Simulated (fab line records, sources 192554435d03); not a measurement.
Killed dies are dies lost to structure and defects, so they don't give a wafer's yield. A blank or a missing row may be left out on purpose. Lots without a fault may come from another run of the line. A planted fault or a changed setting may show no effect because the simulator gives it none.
fab line records | flow n5_finfet | part 2 of 2: steps 43 to 44 of 44
record lots=6 wafers=18 last_day=17
route steps=1938 shown WELL_APT@21 PMOS_HMC_CHANNEL_EPI@57 BEOL_M4@1111 PASSIVATION@1936
lots that met no fault: from a run of the same line without faults
start_h: hours from the record's first day to the start of the lot's first wafer shown | wait_h: hours since the lot's step before | " the same as in the row above | L1.1+2: a row that stands for several wafers | - no value, or no start given | * or withheld: withheld | < > ~ a bound
route shown NAME@n: a module of which the file shows steps, and the number in the route of the first | usual: mean/standard deviation of fault-free wafers | same: alike in all rows | chamber/n: place in a boat | sites: the reading at each site | _std_site: their standard deviation | _edge_site: outer sites' mean less inner sites' | radius_mm: how far each site lies from the wafer's centre | mask NAME#n: copy n | behind: the tool/chamber that last shaped the wafer | hold: why the lot was held/for how many hours/how that ended | device: the transistor (n, p or np) that didn't switch | end of line: the same wafers' tests at the end of the route | a step without rows: its recipe alone | killed: dies lost to structure and defects at the first sort, not the wafer's yield | map: a wafer's dies, x killed, . not, _ none there
set.NAME: the setting as run; set.NAME@STEP: as run at that earlier step | model.NAME: the simulator's own value behind a step, which no gauge read
lots at some steps of the route; a table a step, a row a wafer
services: from which hour (start_h, from the record's first day; less than 0 if before it) a tool's chamber was out of use, for how many hours, and why
## steps
# step N5_BEOL_M4_RC_MEAS_101
# usual CJ_P=5.74/0.16 DIBL_N=36.3/1.7 DIBL_P=36.0/1.9 IOFF_N=0.156/0.028 IOFF_P=0.21/0.036 ION_N=675/11 ION_P=463/7.8 SS_N=71.6/0.59 SS_P=73.2/0.63 VT_N=250/3.1 VT_P=-251/3.4
# columns lot.wafer tool chamber start_h wait_h CJ_P DIBL_N[mV/V] DIBL_P[mV/V] IOFF_N[nA/um] IOFF_P[nA/um] ION_N[uA/um] ION_P[uA/um] SS_N[mV/dec] SS_P[mV/dec] VT_N[mV] VT_P[mV]
L528.1 prober-02 0 168.65 0.0 5.91 34.7 33.6 0.126 0.15 664 454 70.6 72.4 250 -255
L528.2 " 0 " " 5.91 38.1 37.0 0.179 0.19 680 451 71.8 73.7 246 -254
L528.6 " 0 " " 5.86 35.4 33.3 0.130 0.15 671 447 71.3 71.9 252 -257
L529.1 prober-01 0 175.31 0.0 5.54 36.7 36.8 0.170 0.22 666 459 72.7 73.6 250 -250
L529.4 " 0 " " 5.76 35.6 35.7 0.141 0.20 663 459 71.8 73.7 249 -252
L529.6 " 0 " " 5.77 37.9 37.3 0.186 0.23 663 457 73.1 73.9 251 -252
L530.1 prober-02 0 184.57 0.0 5.70 38.7 39.3 0.211 0.25 692 469 72.2 74.3 245 -251
L530.3 " 0 " " 5.56 36.8 35.9 0.156 0.19 680 464 71.3 73.0 252 -253
L530.6 " 0 " " 5.69 35.9 35.2 0.146 0.19 676 460 72.0 73.2 251 -255
L535.3 prober-02 0 204.98 0.3 5.96 36.6 37.1 0.172 0.22 694 474 71.5 73.4 248 -250
L535.5 " 0 " " 5.78 35.8 34.4 0.153 0.18 661 454 72.0 72.6 247 -251
L535.6 " 0 " " 5.92 34.4 34.1 0.126 0.17 668 454 71.3 73.1 252 -255
L547.1 prober-02 0 298.84 0.0 6.78 37.3 35.9 0.163 0.22 689 470 72.2 73.0 245 -244
L547.3 " 0 " " 6.68 38.2 36.3 0.174 0.22 690 471 72.4 73.1 249 -248
L549.5 prober-01 0 303.89 0.6 6.56 34.0 34.6 0.128 0.17 660 454 71.1 72.5 254 -253
# step N5_PASSIVATION_PROBE_49
# usual defect_limited_yield=91.5/1.5 killed_at_M0_to_M3=30/11 killed_at_M4_up=13/4.9 killed_at_contacts=14/6.5 killed_at_front_end=40/11 killed_at_other=3.3/2.7 killed_dies=100/18 killed_on_rim=13/3.8 killed_open=67/14 killed_short=32/7.8 sort_bin_5_function=5.0/0.97 sort_bin_6_memory=3.2/0.75 sort_n_pass=1080/18 sort_yield_pct=91.5/1.5
# same gross_dies=1180 killed_at_back_side=0 sort_bin_4_leakage[%]=0 sort_bin_8_speed[%]=0
# columns lot.wafer tool chamber start_h wait_h defect_limited_yield[%] killed_at_M0_to_M3 killed_at_M4_up killed_at_contacts killed_at_front_end killed_at_other killed_dies killed_on_rim killed_open killed_short sort_bin_5_function[%] sort_bin_6_memory[%] sort_n_pass sort_yield_pct[%]
L529.1 prober-02 - 283.21 0.0 92.8 23 8 17 34 3 85 18 60 24 4.3 2.5 1095 92.8
L529.4 prober-02 - 283.36 0.2 92.0 23 13 8 49 1 94 10 62 29 4.6 3.2 1086 92.0
L529.6 prober-02 - 283.46 0.3 92.5 23 11 10 43 2 89 7 57 29 4.2 3.1 1091 92.5
L528.1 prober-01 - 284.91 0.0 92.6 12 13 17 43 2 87 9 58 29 3.9 3.2 1093 92.6
L528.2 prober-01 - 284.96 0.1 94.1 19 14 10 24 3 70 10 52 17 4.0 1.9 1110 94.1
L528.6 prober-01 - 285.16 0.3 91.4 27 12 11 46 5 101 19 67 33 5.1 3.1 1079 91.4
L530.1 prober-01 - 300.18 0.0 92.6 21 9 12 44 1 87 10 53 31 4.7 2.5 1093 92.6
L530.3 prober-01 - 300.28 0.1 90.8 19 12 12 63 3 109 12 72 34 4.7 3.9 1071 90.8
L530.6 prober-01 - 300.43 0.3 92.7 20 8 11 45 2 86 8 54 30 4.1 2.8 1094 92.7
L535.3 prober-01 - 308.58 0.1 89.6 39 19 9 51 5 123 17 81 42 5.8 4.5 1057 89.6
L535.5 prober-01 - 308.68 0.2 92.1 28 10 13 41 1 93 7 63 30 5.4 2.0 1087 92.1
L535.6 prober-01 - 308.73 0.3 90.8 40 16 14 34 5 109 12 74 35 5.5 3.5 1071 90.8
L547.1 prober-02 - 399.58 0.0 89.7 16 21 7 72 5 121 16 71 49 6.6 2.8 1059 89.7
L547.3 prober-02 - 399.68 0.1 89.0 40 16 8 65 1 130 23 80 44 6.4 3.6 1050 89.0
L549.5 prober-02 - 403.45 0.2 89.2 44 17 12 53 2 128 16 79 48 4.9 5.6 1052 89.2
# killed by level:class
L529.1 MOL_CONTACT_COAG:geometric_particle:open=13 FIN_SAQP:geometric_particle:open=10 FIN_SAQP:geometric_particle:short=8 BEOL_M4:geometric_particle:open=7 BEOL_M0_SAQP:geometric_particle:open=5 BEOL_M2:geometric_particle:open=5 STI_FIN_REVEAL:geometric_particle:open=4 DUMMY_GATE:geometric_particle:open=4
L529.4 FIN_SAQP:geometric_particle:short=15 FIN_SAQP:geometric_particle:open=10 STI_FIN_REVEAL:geometric_particle:open=9 BEOL_M0_SAQP:geometric_particle:short=8 DUMMY_GATE:geometric_particle:open=7 MOL_CONTACT_COAG:geometric_particle:open=7 BEOL_M4:geometric_particle:open=5 BEOL_M1:geometric_particle:open=4
L529.6 FIN_SAQP:geometric_particle:short=13 STI_FIN_REVEAL:geometric_particle:open=11 MOL_CONTACT_COAG:geometric_particle:open=9 FIN_SAQP:geometric_particle:open=6 BEOL_M1:geometric_particle:open=6 BEOL_M3:geometric_particle:open=6 DUMMY_GATE:geometric_particle:open=3 STARTING-WAFER:geometric_particle:short=3
L528.1 MOL_CONTACT_COAG:geometric_particle:open=13 STI_FIN_REVEAL:geometric_particle:open=12 FIN_SAQP:geometric_particle:short=9 BEOL_M5:geometric_particle:open=7 GATE_CUT:geometric_particle:short=6 FIN_SAQP:geometric_particle:open=5 BEOL_M2:geometric_particle:open=5 MOL_CONTACT_COAG:geometric_particle:short=4
L528.2 MOL_CONTACT_COAG:geometric_particle:open=9 BEOL_M0_SAQP:geometric_particle:open=7 BEOL_M5:geometric_particle:open=7 FIN_SAQP:geometric_particle:open=4 STI_FIN_REVEAL:geometric_particle:open=4 BEOL_M2:geometric_particle:open=4 BEOL_M0_SAQP:geometric_particle:short=4 STARTING-WAFER:geometric_particle:open=4
L528.6 STI_FIN_REVEAL:geometric_particle:open=9 GATE_CUT:geometric_particle:short=9 MOL_CONTACT_COAG:geometric_particle:open=9 BEOL_M0_SAQP:geometric_particle:open=7 GATE_CUT:geometric_particle:open=6 BEOL_M4:geometric_particle:open=6 FIN_SAQP:geometric_particle:open=5 DUMMY_GATE:geometric_particle:open=5
L530.1 STI_FIN_REVEAL:geometric_particle:open=12 MOL_CONTACT_COAG:geometric_particle:open=11 FIN_SAQP:geometric_particle:short=7 BEOL_M0_SAQP:geometric_particle:open=7 BEOL_M0_SAQP:geometric_particle:short=5 DUMMY_GATE:geometric_particle:open=4 GATE_CUT:geometric_particle:short=4 BEOL_M4:geometric_particle:open=4
L530.3 STI_FIN_REVEAL:geometric_particle:open=23 FIN_SAQP:geometric_particle:open=11 MOL_CONTACT_COAG:geometric_particle:open=11 FIN_SAQP:geometric_particle:short=7 BEOL_M0_SAQP:geometric_particle:open=7 GATE_CUT:geometric_particle:short=5 BEOL_M0_SAQP:geometric_particle:short=4 BEOL_M4:geometric_particle:open=4
L530.6 MOL_CONTACT_COAG:geometric_particle:open=9 FIN_SAQP:geometric_particle:short=8 FIN_SAQP:geometric_particle:open=7 STI_FIN_REVEAL:geometric_particle:open=4 SPACER0:geometric_particle:open=4 SPACER0:geometric_particle:short=4 BEOL_M0_SAQP:geometric_particle:open=4 BEOL_M0_SAQP:geometric_particle:short=4
L535.3 FIN_SAQP:geometric_particle:short=14 DUMMY_GATE:geometric_particle:open=13 BEOL_M3:geometric_particle:open=12 BEOL_M2:geometric_particle:open=10 BEOL_M4:geometric_particle:open=9 MOL_CONTACT_COAG:geometric_particle:open=6 FIN_SAQP:geometric_particle:open=5 BEOL_M0_SAQP:geometric_particle:open=5
L535.5 MOL_CONTACT_COAG:geometric_particle:open=11 BEOL_M3:geometric_particle:open=8 FIN_SAQP:geometric_particle:short=7 FIN_SAQP:geometric_particle:open=6 DUMMY_GATE:geometric_particle:open=6 BEOL_M0_SAQP:geometric_particle:short=6 STI_FIN_REVEAL:geometric_particle:open=4 DUMMY_GATE:geometric_particle:short=4
L535.6 MOL_CONTACT_COAG:geometric_particle:open=12 BEOL_M2:geometric_particle:open=11 BEOL_M3:geometric_particle:open=8 FIN_SAQP:geometric_particle:short=7 BEOL_M4:geometric_particle:open=6 BEOL_M0_SAQP:geometric_particle:open=5 BEOL_M0_SAQP:geometric_particle:short=5 FIN_SAQP:geometric_particle:open=4
L547.1 FIN_SAQP:geometric_particle:open=20 FIN_SAQP:geometric_particle:short=17 BEOL_M4:geometric_particle:open=11 MOL_CONTACT_COAG:geometric_particle:open=6 STI_FIN_REVEAL:geometric_particle:open=6 GATE_CUT:geometric_particle:short=6 BEOL_M4:geometric_particle:short=6 GATE_CUT:geometric_particle:open=5
L547.3 FIN_SAQP:geometric_particle:open=31 BEOL_M0_SAQP:geometric_particle:open=15 BEOL_M0_SAQP:geometric_particle:short=14 FIN_SAQP:geometric_particle:short=11 BEOL_M4:geometric_particle:open=9 MOL_CONTACT_COAG:geometric_particle:open=7 HKMG_FIN:area_etch=6 STI_FIN_REVEAL:geometric_particle:open=4
L549.5 FIN_SAQP:geometric_particle:open=13 BEOL_M3:geometric_particle:open=13 FIN_SAQP:geometric_particle:short=12 MOL_CONTACT_COAG:geometric_particle:open=10 BEOL_M0_SAQP:geometric_particle:short=9 BEOL_M1:geometric_particle:open=7 GATE_CUT:geometric_particle:short=6 BEOL_M0_SAQP:geometric_particle:open=6
## services
# columns tool chamber start_h hours kind
rie_diel-01 0 6.47 1.3 repair
pecvd-04 1 11.65 4.4 repair
pecvd-02 - 12.25 15.2 repair
pecvd-04 1 26.25 12.4 repair
rie_diel-05 3 28.82 3.7 repair
pecvd-02 0 43.65 5.7 repair
rie_diel-02 - 47.56 14.6 pm
pecvd-04 - 50.34 2.4 repair
implanter-02 - 58.48 1.7 repair
pecvd-01 - 58.70 5.5 pm
epi_rpcvd-03 - 63.22 6.0 pm
pecvd-04 1 74.00 4.6 repair
rie_diel-01 - 79.26 0.6 repair
rie_diel-01 1 95.65 5.7 repair
rie_diel-01 2 98.62 8.0 repair
pecvd-01 - 101.96 2.1 repair
implanter-02 - 103.19 0.6 repair
rie_diel-02 2 103.79 - clean
rie_diel-02 0 108.23 1.7 repair
rtp_anneal-01 - 120.93 4.6 pm
implanter-02 - 121.23 1.3 repair
epi_rpcvd-02 - 121.37 2.8 pm
rie_diel-02 - 130.52 2.8 pm
rie_diel-05 1 146.48 2.7 repair
## key
first_sign step=N5_WELL_APT_IMPLANT_15 reading=dose_ions_cm2 direction=up sigmas=99+ usual=1.4995e+13 struck=2.0221e+13
effect step=N5_WELL_APT_IMPLANT_15 reading=faraday_current_uA direction=up sigmas=17 usual=190 struck=258
effect step=N5_BEOL_M4_RC_MEAS_101 reading=CJ_P direction=up sigmas=5.8 usual=5.74 struck=6.67
met_at N5_WELL_APT_IMPLANT_15
struck_wafers L547.1,L547.3,L547.6,L549.3,L549.5,L549.6
rows_end L547.6,L549.3,L549.6
onset_between 26.10 134.30
fault kind=process_parameter_drift tool=implanter-02 chamber=- onset_h=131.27 steps=N5_WELL_APT_IMPLANT_15 channel=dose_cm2 offset=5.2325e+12 shape=step acts_in=these_recipes_only stated=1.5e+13
# rows_end: these wafers met a further fault down the route, and their rows from its step on are left out
